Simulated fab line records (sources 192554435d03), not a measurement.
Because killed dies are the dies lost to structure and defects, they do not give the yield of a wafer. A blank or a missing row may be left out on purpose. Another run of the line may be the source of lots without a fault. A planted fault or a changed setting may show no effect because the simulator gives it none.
fab line records	flow n5-finfet
[record] lots = 6	wafers = 18	last-day = 17
route steps=1938 shown SDB@357 BEOL_M4@1111 PASSIVATION@1936
lots that met no fault: taken from a fault-free run of the same line
start-h: start of the lot's first displayed wafer, in hours after the record's first day	wait-h: time in hours since the lot's previous step	" the same as in the row above	L1.1+2: a single row standing in for several wafers	- no value present, or no start provided	* or withheld: withheld	< > ~ a bound
route shown NAME@n: a module of which the file shows steps, and the number in the route of the first	usual: mean/standard deviation of fault-free wafers	same: alike in all rows	chamber/n: place in a boat	sites: the reading at each site	_std_site: their standard deviation	_edge_site: outer sites' mean less inner sites'	radius-mm: for every site, how far away it sits from the centre of the wafer	mask NAME#n: copy n	behind: the tool/chamber that last shaped the wafer	hold: what put the lot on hold/how long, in hours/how the hold closed	device: names the non-switching transistor (n, p or np)	end of line: at the end of the route, the tests of the same wafers	a step given without rows: its recipe and nothing more	killed: not the wafer's yield, but the dies lost to structure and defects at the first sort	map: a wafer's dies, x killed, . not, _ none there
set.NAME: setting as actually run; set.NAME@STEP: the setting as run at that earlier step	model.NAME: the simulator's own value behind a step, which no gauge read
certain route steps with their lots: each step a table, each wafer a row
services: the hour from which a tool's chamber was out of use, counted from the record's first day as start-h (under 0 if before that day), plus the number of hours and why
[[steps]]
[step N5_SDB_OVL_MEAS_12]
[recipe] points-per-wafer = 44
[usual] SDB_OVL = -0.1/0.65
lot.wafer	tool	chamber	start-h	wait-h	SDB_OVL[nm]
L199.3	overlay-02	0	105.15	0.0	0.3
L199.4	"	0	"	"	0.0
L199.6	"	0	"	"	0.2
L203.2	overlay-01	0	128.78	0.0	-1.1
L203.3	"	0	"	"	-1.1
L203.6	"	0	"	"	-1.7
L204.1	overlay-02	0	135.21	0.0	0.2
L204.3	"	0	"	"	0.4
L204.4	"	0	"	"	0.0
L205.2	overlay-01	0	138.26	0.0	0.6
L205.5	"	0	"	"	-0.1
L205.6	"	0	"	"	0.9
L207.4	overlay-02	0	150.54	0.0	0.4
L207.5	"	0	"	"	-0.5
L207.6	"	0	"	"	-0.2
L214.1	overlay-01	0	194.15	0.0	0.1
L214.2	"	0	"	"	-0.2
L214.4	"	0	"	"	0.3
[step N5_SDB_INSPECT_13]
[recipe] mode = adi	inspect-instrument = brightfield
[usual] raw-defect-count = 75/39
lot.wafer	tool	chamber	start-h	wait-h	raw-defect-count
L199.3	defect-inspect-01	-	105.17	0.0	92
L199.4	"	-	"	"	41
L199.6	"	-	"	"	45
L203.2	defect-inspect-01	-	128.81	0.0	103
L203.3	"	-	"	"	65
L203.6	"	-	"	"	54
L204.1	defect-inspect-02	-	135.24	0.0	56
L204.3	"	-	"	"	71
L204.4	"	-	"	"	52
L205.2	defect-inspect-02	-	138.29	0.0	79
L205.5	"	-	"	"	48
L205.6	"	-	"	"	72
L207.4	defect-inspect-01	-	150.57	0.0	99
L207.5	"	-	"	"	91
L207.6	"	-	"	"	141
L214.1	defect-inspect-01	-	194.18	0.0	71
L214.2	"	-	"	"	87
L214.4	"	-	"	"	78
[step N5_SDB_DESCUM_16]
[recipe] chemistry = O2	time-s = 7.9	source-power-w = 50	bias-power-w = 20	pressure-mtorr = 20	rf-frequency-hz = 2.712e+07	temp-c = 40	resist = CAR-ArF	o2-flow-sccm = 225
[usual] drypump-motor-current-A = 5.8/0.41	oes-product-au = 0.82/0.075	rf-vpp-V = 243.3/1.3	showerhead-plenum-p-Torr = 2.10/0.062	throttle-valve-pct = 20.47/0.28
[same] time-s = 7.9
lot.wafer	tool	chamber	start-h	wait-h	drypump-motor-current-A	oes-product-au	rf-hours-counter-h	rf-vpp-V	showerhead-plenum-p-Torr	throttle-valve-pct
L199.3	rie-diel-01	0	105.20	0.0	5.5	0.97	4	243.1	2.05	20.61
L199.4	"	0	"	"	5.5	0.96	-	243.4	2.05	20.62
L199.6	"	1	"	"	5.5	0.84	-	244.1	2.12	20.05
L203.2	rie-diel-06	0	129.20	0.4	5.7	0.77	121	244.0	2.11	20.53
L203.3	"	3	"	"	5.4	0.87	68	242.3	2.12	20.22
L203.6	"	0	"	"	5.8	0.77	-	242.6	2.11	20.52
L204.1	rie-diel-06	0	135.27	0.0	5.8	0.77	124	243.9	2.11	20.54
L204.3	"	1	"	"	5.8	0.83	68	243.3	2.03	20.65
L204.4	"	3	"	"	5.4	0.85	70	243.7	2.12	20.24
L205.2	rie-diel-01	0	138.32	0.0	5.5	0.91	16	241.7	2.04	20.65
L205.5	"	2	"	"	5.9	0.74	-	246.7	2.18	20.65
L205.6	"	0	"	"	5.5	0.92	-	242.5	2.04	20.63
L207.4	rie-diel-03	3	150.60	0.0	5.1	0.71	211	241.1	1.98	20.59
L207.5	"	1	"	"	5.8	0.91	-	244.3	2.23	20.10
L207.6	"	0	"	"	6.0	0.72	-	243.9	2.17	20.75
L214.1	rie-diel-06	3	194.33	0.2	5.4	0.82	91	242.6	2.11	20.26
L214.2	"	2	"	"	6.8	0.74	182	243.3	2.08	20.87
L214.4	"	0	"	"	5.7	0.75	143	244.0	2.10	20.53
[step N5_SDB_ETCH_17]
[recipe] chemistry = CF4	target = SiARC	target-depth-a = 234	mask-material = CAR-ArF	time-s = 39	ion-energy-ev = 80	pressure-mtorr = 40	source-w = 545	bias-w = 36	Ar_flow_sccm = 100	cf4-flow-sccm = 100	ends = cleared
[usual] drypump-motor-current-A = 5.8/0.41	etch-rf-on-time-s = 38.8/0.58	oes-product-au = 0.70/0.065	rf-vpp-V = 184.1/1.1	showerhead-plenum-p-Torr = 2.15/0.056	throttle-valve-pct = 15.64/0.27
lot.wafer	tool	chamber	start-h	wait-h	drypump-motor-current-A	etch-rf-on-time-s	oes-product-au	rf-hours-counter-h	rf-vpp-V	showerhead-plenum-p-Torr	throttle-valve-pct
L199.3	rie-diel-01	0	105.24	0.0	5.4	39.0	0.82	4	182.5	2.11	15.77
L199.4	"	0	"	"	5.4	38.9	0.82	-	184.0	2.11	15.78
L199.6	"	1	"	"	5.5	38.5	0.72	-	184.7	2.17	15.19
L203.2	rie-diel-06	0	129.24	0.0	5.7	39.0	0.66	122	184.1	2.15	15.66
L203.3	"	3	"	"	5.4	38.0	0.75	68	184.5	2.17	15.40
L203.6	"	0	"	"	5.8	39.6	0.67	-	185.0	2.15	15.67
L204.1	rie-diel-06	0	135.31	0.0	5.7	39.5	0.66	124	184.1	2.15	15.66
L204.3	"	1	"	"	5.7	38.7	0.71	68	183.7	2.08	15.78
L204.4	"	3	"	"	5.4	38.6	0.73	70	184.3	2.17	15.39
L205.2	rie-diel-01	0	138.36	0.0	5.5	38.4	0.79	16	183.6	2.11	15.80
L205.5	"	2	"	"	5.9	39.0	0.63	-	183.4	2.22	15.79
L205.6	"	0	"	"	5.5	38.9	0.78	-	184.3	2.11	15.79
L207.4	rie-diel-03	3	150.64	0.0	5.1	40.2	0.60	211	182.5	2.04	15.81
L207.5	"	1	"	"	5.8	39.5	0.78	-	185.1	2.28	15.27
L207.6	"	0	"	"	6.0	39.3	0.61	-	183.7	2.21	15.94
L214.1	rie-diel-06	3	194.37	0.0	5.4	38.1	0.72	91	184.4	2.16	15.45
L214.2	"	2	"	"	6.8	39.8	0.63	182	183.5	2.14	16.10
L214.4	"	0	"	"	5.7	39.4	0.65	143	185.3	2.15	15.70
[step N5_SDB_ETCH_18]
[recipe] chemistry = N2/H2	target = SOC	target-depth-a = 1000	overetch-a = 200	mask-material = SiARC	temp-c = 40	time-s = 150	ion-energy-ev = 200	pressure-mtorr = 30	source-w = 840	bias-w = 150	n2-flow-sccm = 200	h2-flow-sccm = 200
[usual] drypump-motor-current-A = 5.8/0.41	oes-product-au = 0.73/0.064	rf-vpp-V = 524.3/2	showerhead-plenum-p-Torr = 2.56/0.071	throttle-valve-pct = 17.9/0.3
[same] time-s = 150
lot.wafer	tool	chamber	start-h	wait-h	drypump-motor-current-A	oes-product-au	rf-hours-counter-h	rf-vpp-V	showerhead-plenum-p-Torr	throttle-valve-pct
L199.3	rie-diel-01	0	105.27	0.0	5.5	0.86	4	523.3	2.51	18.2
L199.4	"	0	"	"	5.5	0.86	-	523.0	2.51	18.2
L199.6	"	1	"	"	5.5	0.75	-	526.1	2.57	17.4
L203.2	rie-diel-06	0	129.27	0.0	5.8	0.69	122	524.4	2.56	17.8
L203.3	"	3	"	"	5.4	0.77	68	524.9	2.58	17.6
L203.6	"	0	"	"	5.7	0.69	-	524.6	2.56	17.8
L204.1	rie-diel-06	0	135.34	0.0	5.7	0.70	124	522.8	2.56	17.8
L204.3	"	1	"	"	5.8	0.75	68	521.8	2.47	18.1
L204.4	"	3	"	"	5.4	0.76	70	525.2	2.58	17.6
L205.2	rie-diel-01	0	138.39	0.0	5.5	0.82	16	522.5	2.50	18.2
L205.5	"	2	"	"	5.9	0.66	-	527.0	2.65	18.1
L205.6	"	0	"	"	5.5	0.81	-	523.7	2.50	18.2
L207.4	rie-diel-03	3	150.67	0.0	5.1	0.64	211	520.1	2.41	18.0
L207.5	"	1	"	"	5.8	0.81	-	528.0	2.70	17.4
L207.6	"	0	"	"	6.0	0.64	-	526.2	2.62	18.2
L214.1	rie-diel-06	3	194.40	0.0	5.4	0.74	91	523.4	2.57	17.7
L214.2	"	2	"	"	6.8	0.67	182	523.5	2.52	18.1
L214.4	"	0	"	"	5.7	0.68	143	523.8	2.55	17.9
[step N5_SDB_STRIP_19]
[recipe] chemistry = N2/H2	temp-c = 40	n2-flow-sccm = 200	h2-flow-sccm = 200	rf-frequency-hz = 6e+07
[step N5_SDB_STRIP_21]
[recipe] chemistry = CF4	resist = SiARC	power-w = 300	bias-power-w = 75	pressure-mtorr = 50	cf4-flow-sccm = 150	rf-frequency-hz = 6e+07
[step N5_SDB_HM_OPEN_20]
[recipe] chemistry = CH3F/O2	target = SiNx	mask-material = SOC	target-depth-a = 240	stop-on = poly-Si	over-etch-frac = 0.4	ion-energy-ev = 120	pressure-mtorr = 30	source-w = 395	bias-w = 73	Ar_flow_sccm = 150	CH3F_flow_sccm = 30	O2_flow_sccm = 20
[usual] O2_flow_sccm = 19.99/0.061	drypump-motor-current-A = 5.8/0.41	oes_f_703_au = 0.81/0.071	oes-product-au = 0.67/0.06	rf-vpp-V = 298.3/2	showerhead-plenum-p-Torr = 2.01/0.054	throttle-valve-pct = 16.37/0.28
lot.wafer	tool	chamber	start-h	wait-h	O2_flow_sccm	drypump-motor-current-A	oes_f_703_au	oes-product-au	rf-hours-counter-h	rf-vpp-V	showerhead-plenum-p-Torr	throttle-valve-pct
L199.3	rie-diel-01	0	105.43	0.0	19.90	5.4	0.93	0.77	4	299.6	1.97	16.52
L199.4	"	0	"	"	19.86	5.4	0.94	0.80	-	299.6	1.97	16.51
L199.6	"	1	"	"	20.07	5.5	0.85	0.69	-	297.1	2.03	15.93
L203.2	rie-diel-06	0	129.43	0.0	19.93	5.8	0.77	0.64	122	297.1	2.01	16.36
L203.3	"	3	"	"	19.99	5.4	0.87	0.71	68	299.8	2.03	16.14
L203.6	"	0	"	"	19.92	5.7	0.77	0.65	-	295.7	2.01	16.37
L204.1	rie-diel-06	0	135.50	0.0	20.13	5.7	0.77	0.65	124	296.4	2.01	16.38
L204.3	"	1	"	"	20.07	5.8	0.85	0.69	69	294.8	1.94	16.54
L204.4	"	3	"	"	19.94	5.4	0.87	0.73	70	298.5	2.03	16.13
L205.2	rie-diel-01	0	138.55	0.0	20.05	5.5	0.91	0.76	17	298.2	1.97	16.53
L205.5	"	2	"	"	19.98	5.8	0.73	0.61	-	297.6	2.08	16.49
L205.6	"	0	"	"	20.04	5.5	0.91	0.76	-	298.9	1.97	16.55
L207.4	rie-diel-03	3	150.83	0.0	19.98	5.1	0.71	0.59	211	293.2	1.90	16.55
L207.5	"	1	"	"	19.96	5.8	0.90	0.74	-	297.8	2.13	15.98
L207.6	"	0	"	"	20.00	6.0	0.72	0.59	-	297.9	2.07	16.64
L214.1	rie-diel-06	3	194.56	0.0	19.94	5.4	0.84	0.68	91	299.5	2.02	16.17
L214.2	"	2	"	"	20.09	6.8	0.74	0.62	182	298.5	2.00	16.84
L214.4	"	0	"	"	19.97	5.8	0.76	0.65	143	295.5	2.00	16.43
[step N5_SDB_STRIP_22]
[recipe] chemistry = N2/H2	power-w = 1000	temp-c = 250	h2-frac = 0.65	overash-fraction = 0.3	pressure-mtorr = withheld	n2-flow-sccm = 1750	h2-flow-sccm = 3250
[step N5_SDB_PRECLEAN_23]
[recipe] chemistry = dHF	time-s = 30	temp-c = 25	dilution = withheld
[step N5_SDB_DUMMY_REMOVE_24]
[recipe] chemistry = TMAH	temp-c = 70	target = poly-Si	stop-on = SiO2	target-depth-nm = 142	conc-wt-pct = 5	time-s = 57	dry = ipa-marangoni	rinse-time-s = 30	rinse-temp-c = 23
[step N5_SDB_ETCH_25]
[recipe] chemistry = C4F6/O2	target = SiO2	target-depth-a = 100	time-s = 3.3	ion-energy-ev = 250	mask-material = SiNx	pressure-mtorr = 30	source-w = 345	bias-w = 185	Ar_flow_sccm = 300	C4F6_flow_sccm = 10	O2_flow_sccm = 10
[usual] O2_flow_sccm = 10.00/0.03	drypump-motor-current-A = 5.7/0.4	oes_f_703_au = 0.80/0.076	oes-product-au = 0.80/0.082	rf-vpp-V = 668/4.5	showerhead-plenum-p-Torr = 2.88/0.09	throttle-valve-pct = 21.23/0.28
[same] time-s = 3.3
lot.wafer	tool	chamber	start-h	wait-h	O2_flow_sccm	drypump-motor-current-A	oes_f_703_au	oes-product-au	rf-hours-counter-h	rf-vpp-V	showerhead-plenum-p-Torr	throttle-valve-pct
L199.3	rie-diel-03	3	105.74	0.0	9.99	5.1	0.72	0.71	194	661	2.72	21.34
L199.4	"	0	"	"	10.02	6.0	0.74	0.73	196	669	2.94	21.46
L199.6	"	0	"	"	10.00	6.0	0.74	0.73	-	672	2.94	21.44
L203.2	rie-diel-03	1	130.01	0.3	10.04	5.8	0.92	0.92	16	664	3.03	20.85
L203.3	"	0	"	"	10.03	6.0	0.73	0.72	204	671	2.94	21.46
L203.6	"	1	"	"	10.03	5.8	0.92	0.91	-	663	3.03	20.85
L204.1	rie-diel-03	2	136.37	0.6	10.01	5.7	0.82	0.82	91	670	2.99	21.29
L204.3	"	0	"	"	10.03	6.0	0.73	0.71	207	670	2.94	21.46
L204.4	"	1	"	"	10.02	5.8	0.91	0.92	19	662	3.03	20.86
L205.2	rie-diel-01	2	138.88	0.1	10.00	5.9	0.74	0.74	171	674	2.95	21.34
L205.5	"	0	"	"	9.97	5.5	0.90	0.91	-	667	2.80	21.50
L205.6	"	2	"	"	10.02	5.9	0.74	0.74	-	674	2.95	21.35
L207.4	rie-diel-06	2	151.39	0.3	9.96	6.8	0.75	0.75	167	671	2.85	21.67
L207.5	"	3	"	"	9.97	5.4	0.85	0.85	-	670	2.89	21.03
L207.6	"	2	"	"	10.00	6.8	0.75	0.74	-	672	2.85	21.67
L214.1	rie-diel-06	2	194.97	0.1	10.00	6.8	0.74	0.75	182	671	2.84	21.69
L214.2	"	1	"	"	9.96	5.8	0.84	0.81	86	659	2.76	21.46
L214.4	"	0	"	"	9.98	5.8	0.75	0.76	143	663	2.85	21.23
[step N5_SDB_CUT_ETCH_26]
[recipe] chemistry = HBr/Cl2/O2	target = Si	target-depth-a = 1296	bt-time-s = 20	mask-material = SiNx	time-s = 51.8	ion-energy-ev = *	bias-w = *	pressure-mtorr = 10	icp-w = 800	HBr_flow_sccm = 150	Cl2_flow_sccm = 80	O2_flow_sccm = 12
[usual] O2_flow_sccm = 12.00/0.034	drypump-motor-current-A = 5.9/0.42	oes-product-au = 0.991/0.013	throttle-valve-pct = 37.24/0.21
[same] time-s = 51.8
lot.wafer	tool	chamber	start-h	wait-h	O2_flow_sccm	drypump-motor-current-A	oes-product-au	rf-hours-counter-h	throttle-valve-pct	model.SDB.feature-depth-nm	model.etch.depth-nm	model.SiNx_of_SDB_HM_DEP_00.thk-nm
L199.3	rie-si-05	2	105.82	0.1	12.07	6.4	0.999	61	37.16	129	129	21.8
L199.4	"	1	"	"	12.03	6.0	0.978	-	37.65	128.4	128.5	22.6
L199.6	"	3	"	"	11.98	5.8	0.979	-	37.22	129.2	129.2	22.2
L203.2	rie-si-02	0	130.11	0.1	12.01	5.1	1.006	111	37.29	128.6	128.6	22.6
L203.3	"	3	"	"	12.04	5.8	0.990	31	37.31	128.6	128.7	22.2
L203.6	"	2	"	"	11.96	5.6	0.981	-	37.42	129.6	129.6	23
L204.1	rie-si-02	3	136.46	0.1	11.96	5.8	0.996	31	37.30	129.6	129.6	22.6
L204.3	"	0	"	"	12.04	5.1	0.988	111	37.28	85.8	85.89	28
L204.4	"	0	"	"	11.99	5.1	0.998	-	37.28	127.2	127.2	24.2
L205.2	rie-si-01	0	138.96	0.1	12.00	6.1	1.010	25	37.39	130.2	130.1	22.4
L205.5	"	2	"	"	11.98	5.9	0.993	-	36.93	130.8	130.8	22.4
L205.6	"	1	"	"	12.03	6.0	0.997	-	37.39	131.4	131.4	22.4
L207.4	rie-si-02	2	151.48	0.1	12.00	5.6	0.975	40	37.42	129.4	129.5	22
L207.5	"	0	"	"	11.99	5.1	0.990	-	37.29	127.6	127.5	22.6
L207.6	"	3	"	"	12.04	5.8	0.973	-	37.30	86	86	27.6
L214.1	rie-si-01	1	195.06	0.1	11.97	6.0	1.009	9	37.39	130.8	130.8	22
L214.2	"	2	"	"	11.97	5.9	1.003	164	36.93	128.4	128.5	23.2
L214.4	"	0	"	"	12.03	6.1	1.012	27	37.40	128.8	128.8	23.4
[step N5_SDB_PRECLEAN_38]
[recipe] chemistry = dHF	time-s = 10	dilution = 750:1	temp-c = 25
[same] time-s = 10
lot.wafer	tool	chamber	start-h	wait-h	model.SiNx_of_SDB_HM_DEP_00.thk-nm
L199.3	wet-bench-01	7	105.94	0.1	21.6
L199.4	"	3	"	"	22.4
L199.6	"	2	"	"	22.2
L203.2	wet-bench-06	2	130.22	0.1	22.6
L203.3	"	1	"	"	22.2
L203.6	"	4	"	"	23
L204.1	wet-bench-06	4	136.58	0.1	22.4
L204.3	"	1	"	"	28
L204.4	"	3	"	"	24.2
L205.2+5+6	wet-bench-01	1,0,4	139.08	0.1	22.4
L207.4	wet-bench-01	6	151.59	0.1	22
L207.5	"	5	"	"	22.4
L207.6	"	3	"	"	27.4
L214.1	wet-bench-01	2	195.18	0.1	21.8
L214.2	"	4	"	"	23
L214.4	"	1	"	"	23.4
[step N5_SDB_PRECLEAN_39]
[recipe] chemistry = O3/DIW	time-s = 45	temp-c = 22	o3-ppm = 10
[step N5_BEOL_M4_RC_MEAS_101]
[usual] DIBL_N = 36.3/1.2	DIBL_P = 36.3/1.4	IOFF_N = 0.157/0.02	IOFF_P = 0.22/0.033	ION_N = 675/9.6	ION_P = 465/8.2	SS_N = 71.4/0.45	SS_P = 73.3/0.54	VT_N = 249.8/2.5	VT_P = -249/3.2
lot.wafer	tool	chamber	start-h	wait-h	DIBL_N[mV/V]	DIBL_P[mV/V]	IOFF_N[nA/um]	IOFF_P[nA/um]	ION_N[uA/um]	ION_P[uA/um]	SS_N[mV/dec]	SS_P[mV/dec]	VT_N[mV]	VT_P[mV]
L199.3	prober-01	0	235.18	0.3	36.7	36.2	0.146	0.19	670	451	70.4	73.0	251.1	-256
L199.4	"	0	"	"	37.0	36.5	0.146	0.20	669	463	71.2	73.4	251.2	-251
L199.6	"	0	"	"	35.5	35.0	0.124	0.17	661	453	71.1	73.2	254.5	-253
L203.2	prober-02	0	251.37	0.2	38.1	36.5	0.183	0.24	686	469	71.5	73.5	248.7	-246
L203.3	"	0	"	"	35.5	33.5	0.134	0.19	676	458	70.9	72.8	252.8	-252
L203.6	"	0	"	"	35.0	33.1	0.132	0.19	673	465	70.6	72.4	249.1	-251
L204.1	prober-01	0	263.67	0.0	35.4	35.6	0.138	0.16	668	455	70.9	73.2	249.9	-254
L204.3	"	0	"	"	36.7	36.5	0.160	0.18	675	452	71.3	73.6	252.1	-256
L204.4	"	0	"	"	36.8	37.3	0.164	0.19	667	452	72.4	72.5	248.0	-254
L205.2	prober-01	0	269.58	0.2	37.1	37.2	0.183	0.26	688	473	71.0	73.9	245.6	-246
L205.5	"	0	"	"	36.2	36.6	0.171	0.24	686	474	70.9	73.2	247.6	-247
L205.6	"	0	"	"	36.9	37.6	0.184	0.25	689	471	71.5	73.6	245.5	-246
L207.4	prober-02	0	277.36	0.5	36.2	35.8	0.149	0.20	669	457	71.3	73.6	248.4	-252
L207.5	"	0	"	"	36.7	36.7	0.155	0.22	672	464	72.1	73.6	248.1	-250
L207.6	"	0	"	"	36.6	36.1	0.151	0.20	673	455	71.9	74.2	249.9	-253
L214.1	prober-02	0	315.03	0.0	35.3	34.1	0.138	0.21	673	469	70.9	74.0	251.2	-247
L214.2	"	0	"	"	36.9	36.3	0.167	0.25	680	475	71.6	73.2	248.0	-246
L214.4	"	0	"	"	37.5	36.9	0.182	0.25	687	470	71.6	74.2	248.5	-246
[step N5_PASSIVATION_PROBE_49]
[usual] defect-limited-yield = 91.1/1.4	killed_at_M0_to_M3 = 33/10	killed_at_M4_up = 15/5.8	killed-at-contacts = 13/5.9	killed-at-front-end = 39/11	killed-at-other = 4/3.6	killed-dies = 105/16	killed-open = 68/11	killed-short = 34/7.8	sort_bin_5_function = 5.2/0.88	sort_bin_6_memory = 3.3/0.61	sort-n-pass = 1075/16	sort-yield-pct = 91.1/1.4
[same] gross-dies = 1180	killed-at-back-side = 0	sort_bin_4_leakage[%] = 0	sort_bin_8_speed[%] = 0
lot.wafer	tool	chamber	start-h	wait-h	defect-limited-yield[%]	killed_at_M0_to_M3	killed_at_M4_up	killed-at-contacts	killed-at-front-end	killed-at-other	killed-dies	killed-open	killed-short	sort_bin_5_function[%]	sort_bin_6_memory[%]	sort-n-pass	sort-yield-pct[%]
L199.3	prober-01	-	345.53	0.1	91.9	43	19	9	24	1	96	65	29	4.4	3.5	1084	91.9
L199.4	prober-01	-	345.58	0.2	91.7	23	23	6	41	5	98	63	34	4.7	3.5	1082	91.7
L199.6	prober-01	-	345.68	0.3	90.6	44	18	8	39	2	111	69	39	5.1	4.0	1069	90.6
L203.2	prober-02	-	353.85	0.1	89.3	45	18	8	41	14	126	78	44	6.0	4.2	1054	89.3
L203.3	prober-02	-	353.90	0.1	91.5	30	19	11	38	2	100	70	27	4.7	3.3	1080	91.5
L203.6	prober-02	-	354.05	0.3	91.0	35	17	16	33	5	106	66	37	5.8	2.9	1074	91.0
L204.1	prober-02	-	369.43	0.0	91.0	32	14	16	44	0	106	75	28	5.3	3.3	1074	91.0
L204.3	prober-02	-	369.53	0.1	90.9	26	27	9	42	3	107	67	39	5.8	2.7	1073	90.9
L204.4	prober-02	-	369.58	0.2	95.3	18	5	3	29	0	55	31	22	3.1	1.5	1125	95.3
L207.4	prober-02	-	375.82	0.2	91.8	23	10	13	44	7	97	54	40	4.8	3.1	1083	91.8
L207.5	prober-02	-	375.87	0.2	87.4	37	28	20	51	13	149	109	36	6.9	5.3	1031	87.4
L207.6	prober-02	-	375.92	0.3	90.1	36	7	8	59	7	117	76	38	6.0	3.5	1063	90.1
L214.1	prober-01	-	414.24	0.0	91.5	28	10	11	44	7	100	63	35	5.0	3.3	1080	91.5
L214.2	prober-01	-	414.29	0.1	92.7	24	14	15	32	1	86	64	22	4.3	2.9	1094	92.7
L214.4	prober-01	-	414.39	0.2	92.7	25	11	13	36	1	86	56	28	4.3	2.8	1094	92.7
// killed by level:class
L199.3 BEOL_M2:geometric-particle:open=17 BEOL_M0_SAQP:geometric-particle:open=8 MOL_CONTACT_COAG:geometric-particle:open=7 BEOL_M4:geometric-particle:open=7 BEOL_M2:geometric-particle:short=5 BEOL_M3:geometric-particle:open=5 FIN_SAQP:geometric-particle:open=4 BEOL_M0_SAQP:geometric-particle:short=4
L199.4 STI_FIN_REVEAL:geometric-particle:open=12 BEOL_M4:geometric-particle:open=12 GATE_CUT:geometric-particle:short=7 MOL_CONTACT_COAG:geometric-particle:open=6 BEOL_M0_SAQP:geometric-particle:short=6 FIN_SAQP:geometric-particle:short=4 DUMMY_GATE:geometric-particle:open=4 BEOL_M1:geometric-particle:short=4
L199.6 BEOL_M2:geometric-particle:open=13 FIN_SAQP:geometric-particle:short=8 BEOL_M4:geometric-particle:open=7 FIN_SAQP:geometric-particle:open=6 BEOL_M0_SAQP:geometric-particle:open=6 BEOL_M1:geometric-particle:open=6 BEOL_M3:geometric-particle:open=6 MOL_CONTACT_COAG:geometric-particle:open=5
L203.2 BEOL_M2:geometric-particle:open=16 DUMMY_GATE:geometric-particle:open=8 BEOL_M4:geometric-particle:open=8 BEOL_M2:geometric-particle:short=7 FIN_SAQP:geometric-particle:open=6 FIN_SAQP:geometric-particle:short=6 MOL_CONTACT_COAG:geometric-particle:open=6 PASS1_DEP:geometric-particle:open=6
L203.3 BEOL_M4:geometric-particle:open=10 STI_FIN_REVEAL:geometric-particle:open=9 MOL_CONTACT_COAG:geometric-particle:open=9 BEOL_M2:geometric-particle:open=9 BEOL_M1:geometric-particle:open=7 FIN_SAQP:geometric-particle:short=5 DUMMY_GATE:geometric-particle:open=4 BEOL_M0_SAQP:geometric-particle:short=4
L203.6 MOL_CONTACT_COAG:geometric-particle:open=11 BEOL_M4:geometric-particle:open=10 FIN_SAQP:geometric-particle:short=8 GATE_CUT:geometric-particle:short=6 BEOL_M1:geometric-particle:open=6 BEOL_M2:geometric-particle:open=6 BEOL_M3:geometric-particle:open=5 DUMMY_GATE:geometric-particle:open=4
L204.1 MOL_CONTACT_COAG:geometric-particle:open=13 FIN_SAQP:geometric-particle:open=12 BEOL_M0_SAQP:geometric-particle:open=11 ILD0:geometric-particle:short=9 STI_FIN_REVEAL:geometric-particle:open=8 BEOL_M0_SAQP:geometric-particle:short=6 BEOL_M4:geometric-particle:open=6 BEOL_M2:geometric-particle:open=5
L204.3 BEOL_M4:geometric-particle:open=12 ILD0:geometric-particle:short=11 MOL_CONTACT_COAG:geometric-particle:open=7 BEOL_M0_SAQP:geometric-particle:short=7 BEOL_M0_SAQP:geometric-particle:open=7 BEOL_M3:geometric-particle:open=7 BEOL_M4:geometric-particle:short=7 STI_FIN_REVEAL:geometric-particle:open=6
L204.4 STI_FIN_REVEAL:geometric-particle:open=6 FIN_SAQP:geometric-particle:open=5 BEOL_M0_SAQP:geometric-particle:short=5 STARTING-WAFER:geometric-particle:short=5 BEOL_M2:geometric-particle:open=4 STI_FIN_REVEAL:geometric-particle:short=2 BEOL_M0_SAQP:geometric-particle:open=2 BEOL_M1:geometric-particle:open=2
L207.4 FIN_SAQP:geometric-particle:open=11 MOL_CONTACT_COAG:geometric-particle:open=11 FIN_SAQP:geometric-particle:short=9 BEOL_M2:geometric-particle:open=7 STI_FIN_REVEAL:geometric-particle:open=6 GATE_CUT:geometric-particle:short=6 BEOL_M3:geometric-particle:open=5 BEOL_M4:geometric-particle:open=5
L207.5 FIN_SAQP:geometric-particle:open=21 MOL_CONTACT_COAG:geometric-particle:open=16 BEOL_M4:geometric-particle:open=15 STI_FIN_REVEAL:geometric-particle:open=10 BEOL_M3:geometric-particle:open=10 FIN_SAQP:geometric-particle:short=9 BEOL_M0_SAQP:geometric-particle:open=8 BEOL_M5:geometric-particle:open=6
L207.6 FIN_SAQP:geometric-particle:open=18 BEOL_M2:geometric-particle:open=17 FIN_SAQP:geometric-particle:short=11 STI_FIN_REVEAL:geometric-particle:open=8 MOL_CONTACT_COAG:geometric-particle:open=7 STARTING-WAFER:geometric-particle:open=6 BEOL_M2:geometric-particle:short=4 GATE_CUT:geometric-particle:open=3
L214.1 STI_FIN_REVEAL:geometric-particle:open=15 MOL_CONTACT_COAG:geometric-particle:open=10 BEOL_M0_SAQP:geometric-particle:short=8 GATE_CUT:geometric-particle:short=6 STARTING-WAFER:geometric-particle:short=6 BEOL_M5:geometric-particle:open=5 BEOL_M0:geometric-particle:open=4 BEOL_M2:geometric-particle:open=4
L214.2 MOL_CONTACT_COAG:geometric-particle:open=13 STI_FIN_REVEAL:geometric-particle:open=7 BEOL_M1:geometric-particle:open=7 FIN_SAQP:geometric-particle:open=6 BEOL_M3:geometric-particle:open=6 FIN_SAQP:geometric-particle:short=5 BEOL_M4:geometric-particle:open=5 BEOL_M3:geometric-particle:short=5
L214.4 MOL_CONTACT_COAG:geometric-particle:open=10 BEOL_M1:geometric-particle:open=10 STARTING-WAFER:geometric-particle:open=7 GATE_CUT:geometric-particle:short=6 STI_FIN_REVEAL:geometric-particle:open=5 FIN_SAQP:geometric-particle:short=4 FIN_SAQP:geometric-particle:open=4 GATE_CUT:geometric-particle:open=4
[[services]]
tool	chamber	start-h	hours	kind
rie-si-05	0	104.99	4.3	repair
rie-diel-01	3	105.15	7.8	repair
rie-si-02	2	134.57	9.6	repair
wet-bench-01	-	135.36	0.6	repair
rie-diel-01	3	137.44	-	clean
rie-diel-01	3	137.44	-	consumable-replace:focus-ring
rie-diel-01	3	137.44	23.2	scheduled-down
rie-diel-01	3	137.44	23.2	vent-cycle
rie-si-05	-	173.74	14.6	pm
rie-diel-06	-	174.50	0.2	repair
rie-si-02	1	186.54	1.9	repair
rie-diel-03	1	191.39	1.3	repair
[[key]]
first-sign none at tools or gauges
[model-effect] step = N5_SDB_CUT_ETCH_26	value = SDB.feature-depth-nm	without = 128.1	struck = 85.9
[model-effect] step = N5_SDB_PRECLEAN_38	value = SiNx_of_SDB_HM_DEP_00.thk-nm	without = 22.4	struck = 27.7
met-at N5_SDB_CUT_ETCH_26
struck-wafers L204.3,L207.6
onset-between 130.11 136.46
[fault] kind = process-parameter-drift	tool = rie-si-02	chamber = -	onset-h = 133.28	steps = N5_SDB_CUT_ETCH_26	channel = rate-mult	offset = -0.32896	shape = step	end-h = 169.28	scope = struck-wafers-only
